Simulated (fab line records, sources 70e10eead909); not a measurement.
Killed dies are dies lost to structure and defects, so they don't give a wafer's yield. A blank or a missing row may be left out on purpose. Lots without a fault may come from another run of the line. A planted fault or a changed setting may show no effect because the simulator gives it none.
fab line records | flow nand_harc
record lots=6 wafers=17 last_day=24
route steps=1159 shown THIN_TSV@1113
lots that met no fault: from a run of the same line without faults
start_h: hours from the record's first day to the start of the lot's first wafer shown | wait_h: hours since the lot's step before | " the same as in the row above | L1.1+2: a row that stands for several wafers | - no value, or no start given | * or withheld: withheld | < > ~ a bound
route shown NAME@n: a module of which the file shows steps, and the number in the route of the first | usual: mean/standard deviation of fault-free wafers | same: alike in all rows | chamber/n: place in a boat | sites: the reading at each site | _std_site: their standard deviation | _edge_site: outer sites' mean less inner sites' | radius_mm: how far each site lies from the wafer's centre | mask NAME#n: copy n | behind: the tool/chamber that last shaped the wafer | hold: why the lot was held/for how many hours/how that ended | device: the transistor (n, p or np) that didn't switch | end of line: the same wafers' tests at the end of the route | a step without rows: its recipe alone | killed: dies lost to structure and defects at the first sort, not the wafer's yield | map: a wafer's dies, x killed, . not, _ none there
set.NAME: the setting as run; set.NAME@STEP: as run at that earlier step | model.NAME: the simulator's own value behind a step, which no gauge read
lots at some steps of the route; a table a step, a row a wafer
services: from which hour (start_h, from the record's first day; less than 0 if before it) a tool's chamber was out of use, for how many hours, and why
## steps
# step NHARC_THIN_TSV_EXPOSE_09
# recipe na=0.55 dose_mj=30.7 mask_id=TSV
# step NHARC_THIN_TSV_PEB_10
# recipe peb_temp_c=118 peb_time_s=85
# step NHARC_THIN_TSV_DEVELOP_11
# recipe time_s=70
# step NHARC_THIN_TSV_CD_MEAS_12
# recipe target_cd_nm=1000 landing_energy_ev=500
# usual cd_nm=999.8/1.7
# columns lot.wafer tool chamber start_h wait_h cd_nm
L912.2 cd_sem-01 0 442.20 - 1000.8
L912.3 " 0 " " 999.3
L912.5 " 0 " " 1002.7
L915.1 cd_sem-02 0 467.05 - 997.6
L915.5 " 0 " " 997.3
L928.1 cd_sem-02 0 537.86 - 998.8
L928.3 " 0 " " 1000.8
L928.4 " 0 " " 1000.5
L925.2 cd_sem-03 0 539.21 - 999.5
L925.3 " 0 " " 998.1
L925.6 " 0 " " 1001.4
L926.3 cd_sem-03 0 543.40 - 998.7
L926.4 " 0 " " 999.0
L926.6 " 0 " " 999.3
L929.2 cd_sem-03 0 553.93 - 1000.0
L929.4 " 0 " " 1000.6
L929.6 " 0 " " 1001.0
# step NHARC_THIN_TSV_HARDBAKE_13
# recipe temp_c=125 time_s=80
# step NHARC_THIN_TSV_DESCUM_14
# recipe time_s=3 o2_flow_sccm=200 ar_flow_sccm=0 bias_power_w=0 chemistry=O2
# usual drypump_motor_current_A=5.6/0.41 oes_product_au=1.002/0.012 rf_vpp_V=57.9/0.85 showerhead_plenum_p_Torr=1.92/0.096 throttle_valve_pct=11.313/0.0091
# columns lot.wafer tool chamber start_h wait_h drypump_motor_current_A oes_product_au rf_hours_counter_h rf_vpp_V showerhead_plenum_p_Torr throttle_valve_pct
L912.3 rie_diel-09 1 442.39 - 6.0 1.010 0 59.1 2.00 11.306
L912.2 " 3 " " 5.7 1.017 0 57.6 2.06 11.315
L912.5 " 0 " " 6.3 1.014 - 57.5 1.80 11.307
L915.1 rie_diel-10 3 467.22 - 6.0 0.999 11 59.8 2.04 11.308
L915.5 " 3 " " 6.0 1.006 - 58.2 2.04 11.315
L928.1 rie_diel-06 1 538.02 - 5.6 1.021 7 58.2 1.81 11.323
L928.3 " 2 " " 5.8 1.003 8 57.8 2.02 11.309
L928.4 " 0 " " 5.4 0.971 7 58.1 1.79 11.310
L925.3 rie_diel-09 0 539.36 - 6.3 1.008 4 56.4 1.80 11.305
L925.2 " 1 " " 6.0 1.023 5 57.9 2.00 11.333
L925.6 " 0 " " 6.2 1.012 - 58.9 1.80 11.345
L926.3 rie_diel-06 3 543.55 - 5.8 0.980 8 59.1 1.96 11.307
L926.4 " 1 " " 5.6 1.020 - 57.4 1.81 11.311
L926.6 " 2 " " 5.8 1.008 - 57.0 2.02 11.305
L929.2 rie_diel-10 2 554.10 - 5.7 0.993 2 57.9 1.87 11.304
L929.4 " 0 " " 5.0 1.019 1 58.0 1.81 11.306
L929.6 " 1 " " 4.9 1.004 - 59.4 1.92 11.337
# step NHARC_THIN_TSV_ETCH_44
# recipe target_depth_a=15942 time_s=797.1 cf4_flow_sccm=150 o2_flow_sccm=10 ar_flow_sccm=0 rf_w=300 bias_w=800 chemistry=CF4/O2
# usual drypump_motor_current_A=5.6/0.41 oes_product_au=1.001/0.011 rf_vpp_V=794/5.4 showerhead_plenum_p_Torr=1.83/0.088 throttle_valve_pct=16.914/0.0087
# columns lot.wafer tool chamber start_h wait_h drypump_motor_current_A oes_product_au rf_hours_counter_h rf_vpp_V showerhead_plenum_p_Torr throttle_valve_pct
L912.3 rie_diel-09 3 442.52 0.1 5.8 0.991 0 803 1.96 16.918
L912.2 " 1 " " 6.0 1.000 0 797 1.91 16.906
L912.5 " 2 " " 6.0 0.982 - 802 1.95 16.906
L915.1 rie_diel-10 2 467.47 0.2 5.7 1.004 10 793 1.80 16.918
L915.5 " 0 " " 5.0 0.999 - 788 1.74 16.906
L928.1 rie_diel-06 1 538.11 0.1 5.6 1.028 8 788 1.74 16.918
L928.3 " 3 " " 5.8 1.000 7 796 1.88 16.911
L928.4 " 0 " " 5.4 0.992 7 788 1.72 16.918
L925.2 rie_diel-09 1 539.54 0.2 6.0 1.004 5 800 1.91 16.908
L925.3 " 3 " " 5.8 0.996 5 801 1.96 16.920
L925.6 " 0 " " 6.2 1.017 - 787 1.73 16.915
L926.3 rie_diel-06 2 543.81 0.2 5.8 1.006 9 801 1.93 16.909
L926.4 " 1 " " 5.6 1.021 - 789 1.74 16.921
L926.6 " 2 " " 5.8 0.998 - 800 1.93 16.919
L929.4 rie_diel-10 3 554.18 0.1 6.0 1.004 2 802 1.94 16.916
L929.2 " 0 " " 4.9 0.999 2 789 1.74 16.924
L929.6 " 3 " " 6.0 1.013 - 801 1.94 16.910
# step NHARC_THIN_TSV_ETCH_15
# recipe target_depth_a=30000 bosch_target_overetch_cycles=2 bosch_etch_step_s=2.8 bosch_dep_step_s=1.2 bosch_cycles=14
# usual drypump_motor_current_A=5.9/0.5
# columns lot.wafer tool chamber start_h wait_h drypump_motor_current_A rf_hours_counter_h
L912.3 rie_si-03 1 443.05 - 5.1 1.1
L912.2 " 2 " " 6.6 1.1
L912.5 " 0 " " 5.9 -
L915.1 rie_si-06 2 467.90 - 6.6 0.8
L915.5 " 1 " " 5.7 -
L928.1 rie_si-03 1 538.68 - 5.1 0.1
L928.3 " 2 " " 6.6 0.1
L928.4 " 3 " " 5.9 0.2
L925.2 rie_si-01 3 540.15 - 6.4 0.5
L925.3 " 0 " " 6.0 0.4
L925.6 " 0 " " 6.0 -
L926.4 rie_si-01 1 544.34 - 6.1 0.4
L926.3 " 3 " " 6.5 0.6
L926.6 " 2 " " 6.0 -
L929.4 rie_si-01 3 554.76 - 6.4 0.7
L929.2 " 1 " " 6.1 0.6
L929.6 " 2 " " 6.0 -
# step NHARC_THIN_TSV_CD_MEAS_16
# usual cd_nm=999.6/1.9
# columns lot.wafer tool chamber start_h wait_h cd_nm
L912.2 cd_sem-01 - 443.17 0.1 1000.2
L912.3 " - " " 999.8
L912.5 " - " " 1004.0
L915.1 cd_sem-01 - 468.02 0.1 996.5
L915.5 " - " " 996.6
L928.1 cd_sem-03 - 538.82 0.1 998.9
L928.3 " - " " 1001.4
L928.4 " - " " 999.6
L925.2 cd_sem-02 - 540.29 0.1 999.3
L925.3 " - " " 997.9
L925.6 " - " " 1000.6
L926.3 cd_sem-03 - 544.49 0.1 997.9
L926.4 " - " " 998.9
L926.6 " - " " 999.2
L929.2 cd_sem-02 - 554.89 0.1 999.6
L929.4 " - " " 1000.8
L929.6 " - " " 1001.5
# step NHARC_THIN_TSV_STRIP_45
# recipe power_w=1500 temp_c=250 chemistry=O2
# usual drypump_motor_current_A=5.72/0.28 heater_power_w=330/42 rf_refl_power_W=17/9.8
# columns lot.wafer tool chamber start_h wait_h drypump_motor_current_A heater_power_w rf_hours_counter_h rf_refl_power_W
L912.2 plasma_asher-01 1 443.24 0.1 5.39 317 61 14
L912.3 " 1 " " 5.40 317 - 14
L912.5 " 0 " " 5.72 305 - 9
L915.1 plasma_asher-01 1 468.09 0.1 5.43 298 1 13
L915.5 " 1 " " 5.41 300 - 13
L928.1 plasma_asher-01 1 538.95 0.1 5.43 300 22 14
L928.3 " 0 " " 5.72 300 - 8
L928.4 " 1 " " 5.42 308 - 14
L925.2 plasma_asher-01 0 540.50 0.2 5.73 297 24 9
L925.3 " 0 " " 5.73 300 - 10
L925.6 " 1 " " 5.42 303 - 14
L926.3 plasma_asher-01 0 545.28 0.8 5.72 299 - -
L926.4 " 1 " " 5.42 306 - -
L926.6 " 1 " " 5.45 310 - -
L929.2 plasma_asher-02 0 555.01 0.1 5.62 406 4 14
L929.4 " 1 " " 6.23 305 - 37
L929.6 " 0 " " 5.62 405 - 14
# step NHARC_THIN_TSV_STRIP_46
# recipe time_s=1200 temp_c=72.5 chemistry=post_etch_residue_remover
# step NHARC_THIN_TSV_DEP_47
# recipe target_thk_a=2000 temp_c=withheld pressure_torr=6.5 rf_w=900 teos_flow_sccm=161.4 flow_sccm=2650 target_thk_nm=200 gas=O2 material=SiO2
# step NHARC_THIN_TSV_ETCHBACK_48
# recipe target_depth_a=10285 over_etch_frac=0.3 time_s=405.17 ion_energy_ev=250 c4f8_flow_sccm=withheld ar_flow_sccm=withheld rf_w=600 bias_w=300 chemistry=C4F8/Ar
# usual oes_product_au=0.96/0.035 rf_vpp_V=547/3.9 run_length_s=426.6/0.32
# columns lot.wafer tool chamber start_h wait_h oes_product_au rf_hours_counter_h rf_vpp_V run_length_s
L912.3 rie_diel-06 3 444.50 - 0.99 1 548 426.9
L912.2 " 1 " " 1.00 2 542 426.8
L912.5 " 2 " " 1.00 - 551 335.6
L915.1 rie_diel-06 3 469.34 - 0.99 2 550 426.9
L915.5 " 2 " " 0.99 - 550 335.7
L928.1 rie_diel-10 2 540.10 - 0.99 0 545 426.5
L928.3 " 3 " " 1.01 0 552 426.4
L928.4 " 0 " " 1.01 0 543 426.9
L925.2 rie_diel-10 0 541.66 - 1.02 0 543 426.4
L925.3 " 2 " " 1.00 0 544 426.7
L925.6 " 1 " " 1.01 - 547 426.7
L926.3 rie_diel-06 1 546.42 - 0.94 9 543 426.9
L926.6 " 3 " " 0.92 - 548 426.5
L926.4 " 1 " " 0.94 - 543 427.5
L929.2 rie_diel-10 3 556.17 - 0.98 2 552 426.1
L929.4 " 2 " " 0.95 2 545 426.8
L929.6 " 3 " " 0.98 - 552 426.3
# step NHARC_THIN_TSV_STRIP_62
# recipe power_w=1500 temp_c=250 time_s=20 chemistry=N2/H2
# usual drypump_motor_current_A=5.69/0.27 heater_power_w=326/39 rf_refl_power_W=15/8.5
# columns lot.wafer tool chamber start_h wait_h drypump_motor_current_A heater_power_w rf_hours_counter_h rf_refl_power_W
L912.2 plasma_asher-01 0 444.85 - 5.72 305 62 9
L912.3 " 1 " " 5.42 320 - 14
L912.5 " 1 " " 5.41 316 - 13
L915.1 plasma_asher-01 1 469.68 - 5.39 316 1 14
L915.5 " 1 " " 5.43 296 - 13
L928.1 plasma_asher-01 0 540.75 - 5.68 310 24 8
L928.3 " 1 " " 5.41 299 - 14
L928.4 " 0 " " 5.68 300 - 10
L925.2 plasma_asher-01 1 542.13 - 5.40 319 25 13
L925.3 " 1 " " 5.40 305 - 13
L925.6 " 0 " " 5.68 309 - 9
L926.4 plasma_asher-01 1 547.40 - 5.43 310 - 14
L926.3 " 0 " " 5.71 306 - 10
L926.6 " 1 " " 5.41 303 - 13
L929.2 plasma_asher-02 1 556.53 - 6.24 307 4 36
L929.4 " 0 " " 5.67 395 - 14
L929.6 " 0 " " 5.62 402 - 15
## services
# columns tool chamber start_h hours kind
rie_diel-06 1 423.40 5.0 repair
rie_diel-06 0 427.20 - clean
rie_diel-06 2 427.20 - clean
rie_diel-09 - 431.36 9.0 pm
rie_diel-06 3 435.49 3.0 repair
plasma_asher-01 - 453.60 9.0 pm
plasma_asher-01 0 453.60 9.0 vent_cycle
plasma_asher-01 1 453.60 9.0 vent_cycle
rie_diel-10 1 459.71 2.5 repair
rie_diel-06 1 459.81 8.5 repair
rie_diel-09 0 460.45 2.6 repair
plasma_asher-01 0 462.60 - clean
plasma_asher-01 1 462.60 - clean
rie_si-03 - 471.73 3.6 repair
rie_si-01 - 481.00 9.0 pm
rie_si-03 - 509.00 9.0 pm
rie_diel-10 3 510.96 4.1 repair
rie_diel-06 0 525.49 11.4 repair
rie_diel-10 - 530.50 9.0 pm
rie_si-06 - 537.00 9.0 pm
plasma_asher-02 - 537.31 9.0 pm
rie_diel-09 2 539.05 4.9 repair
rie_diel-06 0 543.46 4.9 repair
rie_diel-09 0 548.50 2.8 repair
## key
first_sign step=NHARC_THIN_TSV_ETCHBACK_48 reading=run_length_s direction=down sigmas=99+ usual=* struck=*
effect none on later readings
met_at NHARC_THIN_TSV_ETCHBACK_48
struck_wafers L912.5,L915.5
sort_left_out L912.5,L915.5
fault kind=process_parameter_drift tool=rie_diel-06 chamber=- onset_h=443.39 steps=NHARC_THIN_TSV_ETCHBACK_48 channel=time_s offset=* shape=step end_h=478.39 scope=struck_wafers_only acts_in=* stated=*
# sort_left_out: the simulated sort isn't trusted on such a fault, so these wafers' sort isn't shown, and their yield isn't known
